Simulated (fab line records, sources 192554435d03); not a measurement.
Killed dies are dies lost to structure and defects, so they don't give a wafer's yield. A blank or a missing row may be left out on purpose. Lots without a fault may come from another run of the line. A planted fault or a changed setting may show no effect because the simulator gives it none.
fab line records | flow n5_finfet
record lots=24 wafers=72 last_day=18
route steps=1938 shown BEOL_M6@1227 BEOL_M7@1281
lots that met no fault: from a run of the same line without faults
start_h: hours from the record's first day to the start of the lot's first wafer shown | wait_h: hours since the lot's step before | " the same as in the row above | L1.1+2: a row that stands for several wafers | - no value, or no start given | * or withheld: withheld | < > ~ a bound
route shown NAME@n: a module of which the file shows steps, and the number in the route of the first | usual: mean/standard deviation of fault-free wafers | same: alike in all rows | chamber/n: place in a boat | sites: the reading at each site | _std_site: their standard deviation | _edge_site: outer sites' mean less inner sites' | radius_mm: how far each site lies from the wafer's centre | mask NAME#n: copy n | behind: the tool/chamber that last shaped the wafer | hold: why the lot was held/for how many hours/how that ended | device: the transistor (n, p or np) that didn't switch | end of line: the same wafers' tests at the end of the route | a step without rows: its recipe alone | killed: dies lost to structure and defects at the first sort, not the wafer's yield | map: a wafer's dies, x killed, . not, _ none there
set.NAME: the setting as run; set.NAME@STEP: as run at that earlier step | model.NAME: the simulator's own value behind a step, which no gauge read
steps of the route over a sample of lots; a table a step, a row a wafer
services: from which hour (start_h, from the record's first day; less than 0 if before it) a tool's chamber was out of use, for how many hours, and why
## steps
# step N5_BEOL_M6_CD_MEAS_28
# recipe target_cd_nm=40 landing_energy_ev=500 detector=se_inlens
# usual cd_nm=39.89/0.21
# columns lot.wafer tool chamber start_h wait_h cd_nm
L074.4 cd_sem-01 0 192.64 - 39.74
L074.5 " 0 " " 39.60
L074.6 " 0 " " 40.01
L076.2 cd_sem-02 0 192.81 - 40.47
L076.3 " 0 " " 40.16
L076.4 " 0 " " 39.76
L075.3 cd_sem-01 0 193.31 - 39.84
L075.4 " 0 " " 39.57
L075.5 " 0 " " 39.81
L077.3 cd_sem-02 0 206.08 - 39.66
L077.4 " 0 " " 39.88
L077.5 " 0 " " 39.79
L078.1 cd_sem-01 0 211.66 - 39.90
L078.2 " 0 " " 39.67
L078.4 " 0 " " 39.69
L080.1 cd_sem-01 0 216.54 - 40.00
L080.2 " 0 " " 39.79
L080.5 " 0 " " 40.00
L079.1 cd_sem-01 0 220.60 - 39.85
L079.3 " 0 " " 40.25
L079.4 " 0 " " 39.86
L081.2 cd_sem-03 0 226.10 - 39.66
L081.3 " 0 " " 39.49
L081.6 " 0 " " 39.74
L082.1 cd_sem-02 0 239.20 - 40.13
L082.4 " 0 " " 39.51
L082.5 " 0 " " 39.89
L083.3 cd_sem-01 0 239.42 - 39.73
L083.5 " 0 " " 39.98
L083.6 " 0 " " 39.86
L084.3 cd_sem-01 0 243.17 - 39.82
L084.4 " 0 " " 39.84
L084.6 " 0 " " 40.03
L085.1 cd_sem-01 0 251.92 - 39.89
L085.3 " 0 " " 39.60
L085.5 " 0 " " 40.09
L086.1 cd_sem-03 0 264.68 - 39.54
L086.2 " 0 " " 39.80
L086.6 " 0 " " 39.99
L087.1 cd_sem-02 0 273.42 - 39.95
L087.5 " 0 " " 39.94
L087.6 " 0 " " 39.77
L089.3 cd_sem-03 0 292.71 - 40.18
L089.5 " 0 " " 39.83
L089.6 " 0 " " 39.89
L088.1 cd_sem-01 0 302.43 - 39.83
L088.2 " 0 " " 39.71
L088.5 " 0 " " 39.86
L090.1 cd_sem-01 0 306.21 - 40.08
L090.4 " 0 " " 39.58
L090.5 " 0 " " 39.70
L091.2 cd_sem-01 0 306.38 - 40.23
L091.3 " 0 " " 39.80
L091.5 " 0 " " 40.22
L092.1 cd_sem-01 0 309.92 - 40.29
L092.4 " 0 " " 39.81
L092.6 " 0 " " 39.55
L093.1 cd_sem-03 0 310.08 - 40.19
L093.2 " 0 " " 39.83
L093.6 " 0 " " 39.73
L094.3 cd_sem-02 0 318.22 - 39.98
L094.4 " 0 " " 39.78
L094.6 " 0 " " 39.67
L095.1 cd_sem-02 0 324.52 - 39.55
L095.5 " 0 " " 39.72
L095.6 " 0 " " 39.90
L097.3 cd_sem-03 0 336.14 - 40.02
L097.4 " 0 " " 40.34
L097.6 " 0 " " 40.34
L096.1 cd_sem-03 0 340.10 - 39.91
L096.2 " 0 " " 40.08
L096.4 " 0 " " 39.85
# step N5_BEOL_M6_OCD_MEAS_38
# usual trench_depth_nm=93.2/2.1
# columns lot.wafer tool chamber start_h wait_h trench_depth_nm
L074.4 ocd-01 - 193.18 - 92.7
L074.5 " - " " 94.5
L074.6 " - " " 93.4
L076.2 ocd-01 - 193.58 - 93.4
L076.3 " - " " 91.2
L076.4 " - " " 91.0
L075.3 ocd-02 - 193.86 - 91.4
L075.4 " - " " 92.1
L075.5 " - " " 95.2
L077.3 ocd-02 - 206.63 - 96.5
L077.4 " - " " 92.1
L077.5 " - " " 92.0
L078.1 ocd-02 - 212.47 - 94.1
L078.2 " - " " 92.7
L078.4 " - " " 93.6
L080.1 ocd-02 - 217.09 - 94.0
L080.2 " - " " 89.7
L080.5 " - " " 90.3
L079.1 ocd-02 - 221.15 - 92.5
L079.3 " - " " 95.5
L079.4 " - " " 95.2
L081.2 ocd-01 - 226.65 - 91.3
L081.3 " - " " 94.8
L081.6 " - " " 95.0
L082.1 ocd-02 - 239.75 - 91.2
L082.4 " - " " 96.0
L082.5 " - " " 95.0
L083.3 ocd-01 - 240.63 - 95.7
L083.5 " - " " 94.1
L083.6 " - " " 91.2
L084.3 ocd-01 - 244.19 - 93.3
L084.4 " - " " 89.1
L084.6 " - " " 92.9
L085.1 ocd-01 - 252.49 - 95.7
L085.3 " - " " 91.5
L085.5 " - " " 92.2
L086.1 ocd-02 - 265.33 - 94.5
L086.2 " - " " 89.7
L086.6 " - " " 94.7
L087.1 ocd-01 - 273.97 - 90.4
L087.5 " - " " 91.9
L087.6 " - " " 95.4
L089.3 ocd-01 - 293.25 - 91.2
L089.5 " - " " 94.3
L089.6 " - " " 94.6
L088.1 ocd-02 - 302.98 - 92.7
L088.2 " - " " 92.0
L088.5 " - " " 93.1
L090.1 ocd-02 - 306.76 - 96.7
L090.4 " - " " 93.1
L090.5 " - " " 92.7
L091.2 ocd-01 - 307.21 - 91.3
L091.3 " - " " 91.6
L091.5 " - " " 95.2
L092.1 ocd-02 - 310.47 - 93.2
L092.4 " - " " 93.5
L092.6 " - " " 97.7
L093.1 ocd-02 - 310.90 - 94.5
L093.2 " - " " 90.2
L093.6 " - " " 91.2
L094.3 ocd-01 - 318.77 - 93.1
L094.4 " - " " 95.1
L094.6 " - " " 93.7
L095.1 ocd-01 - 325.06 - 93.8
L095.5 " - " " 91.6
L095.6 " - " " 92.7
L097.3 ocd-02 - 336.69 - 94.9
L097.4 " - " " 90.3
L097.6 " - " " 95.6
L096.1 ocd-02 - 341.68 - 97.6
L096.2 " - " " 90.7
L096.4 " - " " 97.2
# step N5_BEOL_M7_ETCH_62
# recipe chemistry=N2/H2 target=SOC target_depth_a=1100 overetch_a=220 mask_material=SiARC temp_c=40 time_s=165 ion_energy_ev=200 pressure_mtorr=30 source_w=840 bias_w=150 n2_flow_sccm=200 h2_flow_sccm=200
# usual drypump_motor_current_A=5.7/0.52 n2_flow_sccm=200.0/0.56 oes_product_au=0.64/0.064 rf_vpp_V=524.6/2.6 showerhead_plenum_p_Torr=2.57/0.088 temp_c=40.02/0.11 throttle_valve_pct=17.76/0.3
# columns lot.wafer tool chamber start_h wait_h drypump_motor_current_A n2_flow_sccm oes_product_au rf_hours_counter_h rf_vpp_V showerhead_plenum_p_Torr temp_c throttle_valve_pct
L074.4 rie_diel-04 3 199.94 0.0 5.9 200.2 0.59 238 520.2 2.40 39.85 17.82
L074.5 " 1 " " 6.3 200.0 0.61 - 524.8 2.65 39.90 17.70
L074.6 " 0 " " 5.3 199.9 0.64 - 525.0 2.66 40.08 17.85
L076.2 rie_diel-06 2 200.09 0.0 6.2 200.3 0.75 38 522.0 2.47 40.07 17.80
L076.3 " 3 " " 5.2 201.2 0.62 176 521.4 2.44 39.90 18.04
L076.4 " 1 " " 5.4 199.7 0.70 65 524.6 2.55 40.04 17.18
L075.3 rie_diel-04 2 200.68 0.0 4.9 200.7 0.62 205 527.3 2.62 40.09 17.69
L075.4 " 1 " " 6.3 199.6 0.61 203 527.0 2.65 39.88 17.72
L075.5 " 0 " " 5.3 200.3 0.63 - 527.3 2.66 39.90 17.85
L077.3 rie_diel-06 0 212.93 0.0 5.9 200.4 0.60 205 526.1 2.65 40.00 18.14
L077.4 " 1 " " 5.4 200.2 0.70 68 525.7 2.55 39.95 17.18
L077.5 " 0 " " 5.9 199.3 0.61 - 526.0 2.65 40.04 18.14
L078.1 rie_diel-06 1 218.61 0.0 5.4 200.7 0.69 70 524.9 2.55 39.98 17.17
L078.2 " 3 " " 5.2 200.0 0.61 180 520.4 2.44 39.95 18.04
L078.4 " 0 " " 5.9 200.7 0.60 206 527.0 2.64 39.87 18.14
L080.1 rie_diel-06 0 222.14 0.0 5.9 200.3 0.61 208 527.1 2.64 40.23 18.15
L080.2 " 3 " " 5.2 199.2 0.61 181 518.9 2.44 39.96 18.06
L080.5 " 2 " " 6.1 200.4 0.74 - 523.0 2.47 40.07 17.81
L079.1 rie_diel-04 1 226.56 0.0 6.3 198.6 0.61 212 526.7 2.64 40.10 17.74
L079.3 " 2 " " 4.9 199.3 0.61 214 526.2 2.62 40.04 17.71
L079.4 " 3 " " 5.9 200.6 0.58 246 519.7 2.39 39.99 17.83
L081.2 rie_diel-04 3 230.96 0.0 5.9 200.3 0.58 248 520.0 2.39 40.03 17.83
L081.3 " 2 " " 4.9 199.9 0.61 216 526.2 2.61 39.95 17.72
L081.6 " 1 " " 6.2 200.3 0.60 - 526.2 2.64 39.88 17.75
L082.1 rie_diel-02 2 246.92 0.0 6.4 198.9 0.61 205 519.5 2.42 39.92 17.93
L082.4 " 3 " " 6.5 200.2 0.59 209 523.2 2.53 40.03 17.95
L082.5 " 1 " " 5.1 199.5 0.58 - 526.2 2.60 39.97 17.64
L083.3 rie_diel-04 0 246.99 0.0 5.3 199.4 0.63 173 525.6 2.65 40.04 17.90
L083.5 " 2 " " 4.9 200.9 0.62 - 525.0 2.61 39.87 17.73
L083.6 " 1 " " 6.2 200.0 0.60 - 525.3 2.64 40.00 17.75
L084.3 rie_diel-06 0 250.59 0.0 5.9 199.4 0.60 216 526.3 2.64 39.90 18.16
L084.4 " 3 " " 5.2 200.5 0.60 189 519.8 2.44 40.21 18.08
L084.6 " 0 " " 5.9 199.7 0.60 - 525.8 2.64 39.97 18.16
L085.1 rie_diel-04 0 256.52 0.0 5.3 199.5 0.63 177 527.3 2.65 39.92 17.89
L085.3 " 2 " " 4.9 199.7 0.60 225 527.3 2.61 39.92 17.72
L085.5 " 0 " " 5.3 199.4 0.62 - 525.6 2.65 40.05 17.90
L086.1 rie_diel-04 0 274.53 0.0 5.3 199.3 0.62 183 527.7 2.65 40.14 17.91
L086.2 " 2 " " 4.9 200.6 0.60 231 526.3 2.61 40.09 17.74
L086.6 " 2 " " 4.9 199.0 0.61 - 527.2 2.61 40.20 17.73
L087.1 rie_diel-06 1 283.78 0.0 5.4 199.8 0.68 88 525.3 2.54 40.08 17.22
L087.5 " 1 " " 5.4 200.3 0.68 - 525.7 2.55 40.11 17.22
L087.6 " 0 " " 5.9 200.3 0.59 - 526.3 2.64 40.12 18.19
L089.3 rie_diel-06 0 303.93 0.0 5.9 200.5 0.59 230 526.5 2.63 40.03 18.17
L089.5 " 0 " " 5.9 200.0 0.60 - 526.0 2.63 39.99 18.16
L089.6 " 1 " " 5.4 199.6 0.67 - 524.2 2.54 40.15 17.24
L088.1 rie_diel-02 1 307.82 0.0 5.1 200.0 0.80 6 525.8 2.60 39.88 17.12
L088.2 " 0 " " 6.5 200.6 0.75 46 524.8 2.58 40.01 17.32
L088.5 " 0 " " 6.4 200.3 0.74 - 525.5 2.58 40.11 17.31
L090.1 rie_diel-04 2 315.00 0.0 4.9 199.7 0.60 241 525.8 2.60 39.87 17.77
L090.4 " 1 " " 6.3 200.0 0.59 240 526.1 2.63 39.85 17.78
L090.5 " 0 " " 5.3 199.9 0.62 - 526.2 2.64 40.05 17.92
L091.2 rie_diel-06 3 315.36 0.0 5.2 200.2 0.59 205 519.4 2.43 40.12 18.09
L091.3 " 1 " " 5.4 201.0 0.67 97 524.1 2.54 40.08 17.23
L091.5 " 1 " " 5.4 200.0 0.67 - 524.8 2.54 40.22 17.24
L092.1 rie_diel-04 3 315.56 0.0 5.9 199.9 0.79 14 528.6 2.70 39.92 17.40
L092.4 " 0 " " 5.3 200.9 0.61 194 526.1 2.64 40.06 17.92
L092.6 " 0 " " 5.3 201.3 0.61 - 525.6 2.64 39.99 17.92
L093.1 rie_diel-02 1 317.62 0.0 5.1 200.4 0.79 8 527.3 2.60 40.00 17.11
L093.2 " 0 " " 6.4 200.1 0.73 49 524.8 2.58 39.98 17.31
L093.6 " 2 " " 6.3 199.4 0.59 - 517.7 2.42 39.95 17.98
L094.3 rie_diel-06 1 325.30 0.0 5.4 199.7 0.67 100 524.2 2.54 40.04 17.24
L094.4 " 0 " " 5.9 199.9 0.59 235 525.9 2.63 39.94 18.18
L094.6 " 0 " " 5.9 200.4 0.59 - 524.4 2.63 40.10 18.20
L095.1 rie_diel-02 1 330.01 0.0 5.1 199.7 0.78 13 525.7 2.60 40.01 17.12
L095.5 " 0 " " 6.4 200.4 0.74 - 523.5 2.57 39.99 17.32
L095.6 " 3 " " 6.5 201.2 0.59 - 524.6 2.52 39.93 18.01
L097.3 rie_diel-04 1 341.25 0.0 6.2 199.8 0.59 246 525.2 2.63 39.90 17.78
L097.4 " 0 " " 5.3 199.5 0.61 201 525.2 2.64 40.04 17.93
L097.6 " 1 " " 6.2 201.1 0.59 - 526.7 2.63 39.99 17.78
L096.1 rie_diel-04 3 346.40 0.0 5.9 200.4 0.78 23 528.1 2.70 40.02 17.44
L096.2 " 2 " " 4.9 200.7 0.60 249 526.6 2.60 39.99 17.78
L096.4 " 0 " " 5.3 200.0 0.61 203 526.7 2.64 40.01 17.95
# step N5_BEOL_M7_STRIP_67
# recipe chemistry=CF4 resist=SiARC power_w=300 bias_power_w=75 pressure_mtorr=50 cf4_flow_sccm=150 rf_frequency_hz=6e+07
# usual drypump_motor_current_A=5.7/0.52 oes_product_au=0.76/0.076 rf_vpp_V=271.5/1.6 showerhead_plenum_p_Torr=1.82/0.064 throttle_valve_pct=13.60/0.21
# columns lot.wafer tool chamber start_h wait_h drypump_motor_current_A oes_product_au rf_hours_counter_h rf_vpp_V showerhead_plenum_p_Torr throttle_valve_pct
L074.4 rie_diel-04 3 200.08 0.0 5.9 0.69 238 268.0 1.73 13.87
L074.5 " 1 " " 6.3 0.71 - 273.3 1.87 13.54
L074.6 " 0 " " 5.3 0.75 - 271.6 1.85 13.59
L076.2 rie_diel-06 2 200.23 0.0 6.1 0.87 38 271.5 1.74 13.54
L076.3 " 3 " " 5.1 0.72 176 270.6 1.71 13.57
L076.4 " 1 " " 5.4 0.82 65 270.8 1.81 13.16
L075.3 rie_diel-04 2 200.83 0.0 4.9 0.73 205 271.4 1.87 13.77
L075.4 " 1 " " 6.2 0.72 203 273.4 1.87 13.53
L075.5 " 0 " " 5.3 0.75 - 272.2 1.84 13.62
L077.3 rie_diel-06 0 213.08 0.0 5.9 0.71 205 272.7 1.85 13.85
L077.4 " 1 " " 5.4 0.82 68 271.8 1.81 13.20
L077.5 " 0 " " 5.9 0.72 - 272.0 1.85 13.87
L078.1 rie_diel-06 1 218.75 0.0 5.4 0.82 70 271.3 1.81 13.20
L078.2 " 3 " " 5.2 0.72 180 269.5 1.71 13.57
L078.4 " 0 " " 5.9 0.71 206 272.9 1.85 13.85
L080.1 rie_diel-06 0 222.28 0.0 5.9 0.71 208 272.4 1.85 13.87
L080.2 " 3 " " 5.2 0.72 181 269.2 1.71 13.58
L080.5 " 2 " " 6.2 0.86 - 270.2 1.74 13.56
L079.1 rie_diel-04 1 226.70 0.0 6.2 0.72 212 272.3 1.87 13.55
L079.3 " 2 " " 4.9 0.73 214 272.7 1.87 13.78
L079.4 " 3 " " 5.9 0.69 246 269.0 1.72 13.90
L081.2 rie_diel-04 3 231.11 0.0 5.9 0.68 248 267.7 1.72 13.90
L081.3 " 2 " " 4.9 0.73 216 271.1 1.87 13.78
L081.6 " 1 " " 6.3 0.71 - 272.3 1.87 13.55
L082.1 rie_diel-02 2 247.07 0.0 6.3 0.71 205 269.4 1.70 13.61
L082.4 " 3 " " 6.5 0.71 209 272.1 1.78 13.69
L082.5 " 1 " " 5.1 0.68 - 271.3 1.87 13.67
L083.3 rie_diel-04 0 247.14 0.0 5.3 0.74 173 272.7 1.84 13.66
L083.5 " 2 " " 4.8 0.72 - 272.2 1.87 13.80
L083.6 " 1 " " 6.3 0.71 - 272.9 1.87 13.58
L084.3 rie_diel-06 0 250.74 0.0 5.9 0.71 216 270.5 1.85 13.89
L084.4 " 3 " " 5.2 0.71 189 270.6 1.71 13.58
L084.6 " 0 " " 5.9 0.71 - 272.4 1.84 13.88
L085.1 rie_diel-04 0 256.67 0.0 5.3 0.73 177 272.0 1.84 13.65
L085.3 " 2 " " 4.9 0.71 225 273.0 1.87 13.80
L085.5 " 0 " " 5.3 0.74 - 272.0 1.84 13.64
L086.1 rie_diel-04 0 274.68 0.0 5.3 0.73 183 272.4 1.84 13.65
L086.2 " 2 " " 4.9 0.72 231 271.4 1.87 13.82
L086.6 " 2 " " 4.9 0.72 - 272.4 1.87 13.81
L087.1 rie_diel-06 1 283.93 0.0 5.4 0.80 88 271.4 1.80 13.26
L087.5 " 1 " " 5.4 0.80 - 272.1 1.80 13.22
L087.6 " 0 " " 5.9 0.70 - 271.4 1.84 13.91
L089.3 rie_diel-06 0 304.08 0.0 5.9 0.70 230 272.3 1.84 13.90
L089.5 " 0 " " 5.9 0.70 - 271.5 1.84 13.91
L089.6 " 1 " " 5.4 0.79 - 269.8 1.80 13.25
L088.1 rie_diel-02 1 307.96 0.0 5.1 0.95 6 269.7 1.86 13.09
L088.2 " 0 " " 6.4 0.87 46 270.8 1.85 13.38
L088.5 " 0 " " 6.4 0.88 - 272.6 1.85 13.36
L090.1 rie_diel-04 2 315.15 0.0 4.9 0.71 241 272.5 1.86 13.83
L090.4 " 1 " " 6.3 0.69 240 273.0 1.86 13.61
L090.5 " 0 " " 5.3 0.73 - 272.1 1.83 13.68
L091.2 rie_diel-06 3 315.50 0.0 5.2 0.70 205 269.4 1.71 13.63
L091.3 " 1 " " 5.4 0.79 97 271.1 1.80 13.26
L091.5 " 1 " " 5.4 0.79 - 271.2 1.80 13.25
L092.1 rie_diel-04 3 315.71 0.0 5.9 0.94 14 274.9 1.93 13.37
L092.4 " 0 " " 5.3 0.72 194 272.3 1.83 13.69
L092.6 " 0 " " 5.3 0.72 - 272.3 1.84 13.70
L093.1 rie_diel-02 1 317.77 0.0 5.1 0.95 8 271.9 1.86 13.08
L093.2 " 0 " " 6.4 0.87 49 272.2 1.85 13.38
L093.6 " 2 " " 6.3 0.70 - 267.3 1.69 13.69
L094.3 rie_diel-06 1 325.44 0.0 5.4 0.78 100 271.7 1.80 13.25
L094.4 " 0 " " 5.9 0.69 235 273.1 1.84 13.93
L094.6 " 0 " " 5.9 0.69 - 274.0 1.84 13.91
L095.1 rie_diel-02 1 330.15 0.0 5.0 0.93 13 269.7 1.86 13.11
L095.5 " 0 " " 6.4 0.87 - 272.3 1.84 13.39
L095.6 " 3 " " 6.5 0.69 - 271.4 1.77 13.76
L097.3 rie_diel-04 1 341.40 0.0 6.2 0.70 247 273.3 1.86 13.64
L097.4 " 0 " " 5.3 0.71 201 270.7 1.83 13.72
L097.6 " 1 " " 6.2 0.69 - 271.9 1.86 13.64
L096.1 rie_diel-04 3 346.54 0.0 5.9 0.91 23 274.4 1.93 13.38
L096.2 " 2 " " 4.9 0.70 249 272.3 1.86 13.86
L096.4 " 0 " " 5.3 0.71 203 274.0 1.83 13.72
# step N5_BEOL_M7_STRIP_80
# recipe chemistry=N2/H2 time_s=10 power_w=450 temp_c=40 pressure_mtorr=20 rf_frequency_hz=6e+07 bias_power_w=7 n2_flow_sccm=200 h2_flow_sccm=200
# usual drypump_motor_current_A=5.8/0.57 n2_flow_sccm=200.0/0.61 oes_product_au=0.76/0.093 rf_vpp_V=59.1/0.91 showerhead_plenum_p_Torr=2.56/0.086 temp_c=40.00/0.11 throttle_valve_pct=23.4/0.41
# columns lot.wafer tool chamber start_h wait_h drypump_motor_current_A n2_flow_sccm oes_product_au rf_hours_counter_h rf_vpp_V showerhead_plenum_p_Torr temp_c throttle_valve_pct
L074.4 rie_diel-04 2 - - 4.9 200.3 0.72 206 59.9 2.61 39.85 23.3
L074.5 " 2 " " 4.9 199.5 0.72 - 58.8 2.61 39.68 23.3
L074.6 " 3 " " 5.9 200.6 0.68 - 58.6 2.39 39.81 23.4
L076.2 rie_diel-02 1 - - 5.1 200.8 0.69 232 60.9 2.61 39.98 23.4
L076.3 " 2 " " 6.3 200.8 0.74 191 58.1 2.43 40.04 23.7
L076.4 " 0 " " 6.4 199.8 0.96 15 59.2 2.59 40.01 22.8
L075.3 rie_diel-06 0 - - 5.9 199.6 0.71 202 59.7 2.64 39.92 23.9
L075.4 " 3 " " 5.2 199.5 0.71 176 60.1 2.44 39.87 24.2
L075.5 " 3 " " 5.2 200.0 0.71 - 58.2 2.44 40.09 24.2
L077.3 rie_diel-04 0 - - 5.3 200.4 0.74 162 59.4 2.65 39.88 23.6
L077.4 " 2 " " 4.9 199.8 0.71 210 60.2 2.61 40.09 23.3
L077.5 " 3 " " 5.9 198.9 0.68 - 57.7 2.39 40.01 23.4
L078.1 rie_diel-02 3 - - 6.5 200.3 0.71 202 58.9 2.53 40.02 23.7
L078.2 " 0 " " 6.4 198.9 0.95 21 59.4 2.58 40.18 22.8
L078.4 " 1 " " 5.1 198.8 0.68 238 59.2 2.60 40.02 23.4
L080.1 rie_diel-04 0 - - 5.4 201.4 0.73 165 61.1 2.65 39.95 23.6
L080.2 " 3 " " 5.9 200.0 0.67 246 59.2 2.39 40.04 23.4
L080.5 " 1 " " 6.3 200.5 0.71 - 60.9 2.64 40.11 23.5
L079.1 rie_diel-02 1 - - 5.1 201.1 0.68 239 59.5 2.60 39.98 23.4
L079.3 " 0 " " 6.4 199.3 0.93 22 58.0 2.58 40.09 22.8
L079.4 " 3 " " 6.5 199.9 0.71 203 59.4 2.53 40.03 23.7
L081.2 rie_diel-04 2 - - 4.8 200.2 0.71 216 58.6 2.61 40.06 23.3
L081.3 " 1 " " 6.2 200.0 0.70 215 56.8 2.64 40.19 23.5
L081.6 " 0 " " 5.3 199.6 0.74 - 58.4 2.65 40.02 23.6
L082.1 rie_diel-06 2 - - 6.2 200.3 0.85 50 58.4 2.46 40.02 23.5
L082.4 " 0 " " 5.9 200.1 0.72 216 59.6 2.64 39.95 23.9
L082.5 " 0 " " 5.9 199.7 0.71 - 58.7 2.64 40.02 23.9
L083.3 rie_diel-02 3 - - 6.5 200.4 0.69 211 57.4 2.53 40.08 23.7
L083.5 " 0 " " 6.4 200.9 0.92 - 60.1 2.58 40.11 22.8
L083.6 " 1 " " 5.1 200.2 0.68 - 59.3 2.60 39.84 23.4
L084.3 rie_diel-04 0 - - 5.3 199.5 0.73 175 58.2 2.65 39.85 23.6
L084.4 " 0 " " 5.3 200.1 0.73 - 57.9 2.65 39.76 23.6
L084.6 " 2 " " 4.9 200.0 0.70 - 59.4 2.61 39.85 23.3
L085.1 rie_diel-04 2 - - 4.9 200.2 0.71 226 60.4 2.61 40.04 23.3
L085.3 " 1 " " 6.3 199.6 0.69 224 59.0 2.63 40.18 23.5
L085.5 " 1 " " 6.3 199.8 0.69 - 58.4 2.63 39.98 23.5
L086.1 rie_diel-04 1 - - 6.2 199.8 0.68 229 57.9 2.63 39.79 23.5
L086.2 " 0 " " 5.3 199.8 0.73 183 59.6 2.64 39.98 23.6
L086.6 " 2 " " 4.9 200.0 0.70 - 59.6 2.60 40.02 23.3
L087.1 rie_diel-06 3 - - 5.2 200.0 0.69 198 58.1 2.43 39.90 24.2
L087.5 " 0 " " 5.9 199.7 0.70 - 58.9 2.63 39.75 23.9
L087.6 " 1 " " 5.4 200.1 0.79 - 59.4 2.54 40.05 22.7
L089.3 rie_diel-06 2 - - 6.2 200.2 0.83 67 57.6 2.46 40.12 23.6
L089.5 " 3 " " 5.2 200.1 0.69 - 58.2 2.43 39.97 24.2
L089.6 " 2 " " 6.2 200.1 0.83 - 60.3 2.46 39.97 23.6
L088.1 rie_diel-02 2 - - 6.3 199.3 0.71 225 58.0 2.41 40.12 23.7
L088.2 " 3 " " 6.5 199.4 0.69 229 59.3 2.52 39.89 23.7
L088.5 " 0 " " 6.4 200.5 0.89 - 58.8 2.57 39.92 22.8
L091.2 rie_diel-02 2 - - 6.3 200.1 0.71 227 58.8 2.41 40.07 23.8
L091.3 " 0 " " 6.4 200.0 0.89 49 60.0 2.57 40.12 22.8
L091.5 " 1 " " 5.1 199.5 0.95 - 59.2 2.59 40.09 22.9
L090.1 rie_diel-04 0 - - 5.3 200.7 0.71 195 58.5 2.64 39.95 23.6
L090.4 " 3 " " 5.9 199.9 0.95 15 59.6 2.70 40.22 23.1
L090.5 " 2 " " 4.9 200.2 0.68 - 60.3 2.60 39.99 23.3
L093.1 rie_diel-06 1 - - 5.4 199.6 0.79 98 57.6 2.54 39.98 22.7
L093.2 " 0 " " 5.9 199.9 0.70 233 60.4 2.63 40.07 23.9
L093.6 " 2 " " 6.2 201.1 0.82 - 58.2 2.46 40.04 23.6
L092.1 rie_diel-02 0 - - 6.4 200.2 0.89 49 59.6 2.57 39.78 22.8
L092.4 " 3 " " 6.5 200.6 0.69 231 58.7 2.52 39.92 23.7
L092.6 " 0 " " 6.4 199.5 0.88 - 60.7 2.57 39.93 22.8
L094.3 rie_diel-06 2 - - 6.2 200.4 0.84 72 57.6 2.46 39.93 23.6
L094.4 " 0 " " 5.9 200.3 0.70 236 58.6 2.63 40.01 23.9
L094.6 " 0 " " 5.9 201.0 0.71 - 58.9 2.63 39.89 23.9
L095.1 rie_diel-02 3 - - 6.5 199.8 0.68 235 59.5 2.52 39.99 23.7
L095.5 " 1 " " 5.1 200.0 0.93 - 59.2 2.59 39.98 22.9
L095.6 " 2 " " 6.3 199.6 0.71 - 58.0 2.41 40.22 23.8
L097.3 rie_diel-02 2 - - 6.3 200.8 0.69 235 58.3 2.41 39.99 23.8
L097.4 " 3 " " 6.5 200.7 0.68 239 59.3 2.52 39.87 23.7
L097.6 " 0 " " 6.4 200.5 0.86 - 59.2 2.57 40.18 22.8
L096.1 rie_diel-04 2 - - 4.9 199.2 0.69 250 58.6 2.60 40.28 23.3
L096.2 " 1 " " 6.2 200.3 0.67 250 58.4 2.62 40.05 23.6
L096.4 " 3 " " 5.9 201.0 0.93 24 59.1 2.69 40.00 23.1
# step N5_BEOL_M7_OCD_MEAS_38
# usual trench_depth_nm=92.6/2.6
# columns lot.wafer tool chamber start_h wait_h trench_depth_nm
L074.4 ocd-02 - 201.32 - 91.4
L074.5 " - " " 91.5
L074.6 " - " " 87.4
L076.2 ocd-01 - 201.40 - 93.6
L076.3 " - " " 94.7
L076.4 " - " " 99.0
L075.3 ocd-02 - 203.81 - 93.3
L075.4 " - " " 93.2
L075.5 " - " " 94.0
L077.3 ocd-02 - 214.35 - 91.2
L077.4 " - " " 92.3
L077.5 " - " " 87.2
L078.1 ocd-01 - 221.18 - 88.0
L078.2 " - " " 97.5
L078.4 " - " " 93.7
L080.1 ocd-01 - 224.89 - 90.3
L080.2 " - " " 89.4
L080.5 " - " " 91.4
L079.1 ocd-01 - 228.37 - 92.3
L079.3 " - " " 97.4
L079.4 " - " " 88.2
L081.2 ocd-02 - 233.69 - 92.1
L081.3 " - " " 91.0
L081.6 " - " " 89.7
L082.1 ocd-01 - 250.43 - 94.9
L082.4 " - " " 93.5
L082.5 " - " " 92.6
L083.3 ocd-02 - 252.42 - 88.0
L083.5 " - " " 97.1
L083.6 " - " " 93.1
L084.3 ocd-02 - 252.52 - 89.4
L084.4 " - " " 91.3
L084.6 " - " " 92.6
L085.1 ocd-02 - 258.58 - 91.7
L085.3 " - " " 91.4
L085.5 " - " " 90.7
L086.1 ocd-02 - 275.76 - 89.9
L086.2 " - " " 90.9
L086.6 " - " " 92.3
L087.1 ocd-02 - 285.43 - 91.8
L087.5 " - " " 92.3
L087.6 " - " " 91.9
L089.3 ocd-01 - 306.86 - 93.4
L089.5 " - " " 94.0
L089.6 " - " " 94.6
L088.1 ocd-01 - 310.46 - 93.4
L088.2 " - " " 87.8
L088.5 " - " " 95.8
L091.2 ocd-01 - 318.89 - 93.5
L091.3 " - " " 96.7
L091.5 " - " " 95.1
L090.1 ocd-02 - 319.16 - 90.7
L090.4 " - " " 94.7
L090.5 " - " " 92.0
L093.1 ocd-01 - 319.29 - 93.5
L093.2 " - " " 93.2
L093.6 " - " " 94.5
L092.1 ocd-02 - 319.38 - 96.4
L092.4 " - " " 88.9
L092.6 " - " " 97.1
L094.3 ocd-02 - 328.70 - 94.4
L094.4 " - " " 93.4
L094.6 " - " " 93.4
L095.1 ocd-01 - 331.41 - 88.2
L095.5 " - " " 94.8
L095.6 " - " " 92.2
L097.3 ocd-01 - 343.66 - 94.1
L097.4 " - " " 88.9
L097.6 " - " " 96.6
L096.1 ocd-01 - 349.05 - 91.1
L096.2 " - " " 89.1
L096.4 " - " " 93.8
## services
# columns tool chamber start_h hours kind
rie_diel-04 3 180.80 1.6 repair
rie_diel-02 1 222.31 5.3 repair
rie_diel-04 3 237.79 - clean
rie_diel-04 3 237.79 - consumable_replace:focus_ring
rie_diel-04 3 237.79 - consumable_replace:showerhead
rie_diel-04 3 237.79 23.2 scheduled_down
rie_diel-04 3 237.79 23.2 vent_cycle
rie_diel-02 1 267.30 - clean
rie_diel-02 1 267.30 - consumable_replace:esc
rie_diel-02 1 267.30 - consumable_replace:focus_ring
rie_diel-02 1 267.30 22.7 scheduled_down
rie_diel-02 1 267.30 22.7 vent_cycle
## key
fault none
